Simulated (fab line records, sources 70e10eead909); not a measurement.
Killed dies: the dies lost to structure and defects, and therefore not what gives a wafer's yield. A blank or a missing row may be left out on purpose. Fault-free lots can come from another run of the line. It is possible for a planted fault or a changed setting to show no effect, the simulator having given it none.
Matching of chambers	flow nand-harc	NHARC_A_CONTACT_DESCUM_74 on rie-diel-11: 4 sister chambers
The step chemistry O2, time 3 s. 8 wafers are shown with their chamber, then 7 later ones without.

WAFERS PAIRED WITH THEIR CHAMBERS
wafer	chamber	drypump-motor-current-A (A)	showerhead-plenum-p-Torr (Torr)
L075.1	3	5.9	2.03
L076.3	3	6.0	2.03
L078.5	2	4.8	2.00
L087.2	2	4.8	1.99
L087.3	0	5.1	2.07
L087.5	1	6.4	1.80
L093.2	0	5.1	2.06
L093.3	1	6.4	1.79

WAFERS WITH NO CHAMBER GIVEN
wafer	drypump-motor-current-A (A)	showerhead-plenum-p-Torr (Torr)
L093.6	5.1	2.06
L094.1	5.0	2.06
L094.3	5.9	2.02
L094.5	6.4	1.79
L096.1	4.8	1.98
L096.3	5.1	2.06
L096.4	5.9	2.02

EACH ONE'S CHAMBER
wafer	from the rows above	in truth
L093.6	0	0
L094.1	0	0
L094.3	3	3
L094.5	1	1
L096.1	2	2
L096.3	0	0
L096.4	3	3
Correct placement for 7 of the 7. Can't be placed from these rows: 0. Placed wrongly: 0.
How it was worked out, from the rows above alone: a wafer's distance from a chamber is the root of the sum, over the readings, of the square of ((its reading less the chamber's mean) divided by the reading's scatter). If the next closest chamber is less than 2 further off than the closest, the wafer can't be placed; otherwise it belongs to the closest. A chamber's mean is the mean of its shown wafers. The scatter: the root of (the sum of the squares of (reading less its chamber's mean) over the shown wafers, divided by (wafers less chambers)).
